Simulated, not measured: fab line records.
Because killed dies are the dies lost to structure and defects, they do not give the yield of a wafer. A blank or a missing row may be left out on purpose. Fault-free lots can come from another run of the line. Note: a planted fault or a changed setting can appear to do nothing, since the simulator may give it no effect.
Chamber matching	flow nand harc	4 sister chambers for NHARC_A_ZERO_WELL_ETCH_19 on rie diel-02
The step etches the open film in N2/H2, target depth 80 nm, overetch 24 nm, time 87.88 s. 4 wafers are shown with their chamber, then 10 later ones without.

EACH WAFER AND ITS CHAMBER
wafer	chamber	showerhead plenum p Torr (Torr)
L138.2	1	2.15
L138.5	2	1.97
L139.1	3	1.92
L139.3	0	2.09

WAFERS WITH NO CHAMBER GIVEN
wafer	showerhead plenum p Torr (Torr)
L139.4	1.92
L147.1	1.92
L147.4	1.96
L147.5	1.92
L148.1	2.09
L148.4	2.15
L148.6	2.15
L151.1	1.96
L151.4	1.96
L151.5	1.92

THE CHAMBER EACH PASSED THROUGH
wafer	from the rows above	in truth
L139.4	3	3
L147.1	3	3
L147.4	2	2
L147.5	3	3
L148.1	0	0
L148.4	1	1
L148.6	1	1
L151.1	2	2
L151.4	2	2
L151.5	3	3
Correctly placed: 10 of 10. Number that these rows cannot place: 0. Number placed wrongly: 0.
How it was worked out, from the rows above alone: a wafer's distance from a chamber is the root of the sum, over the readings, of the square of ((its reading less the chamber's mean) divided by the reading's scatter). If the next closest chamber is less than 2 further off than the closest, the wafer can't be placed; otherwise it belongs to the closest. A chamber's mean is the mean of its shown wafers. The scatter (one wafer shown for each chamber): square how far every hidden wafer sits from the nearest shown wafer, average those squares and take the square root.
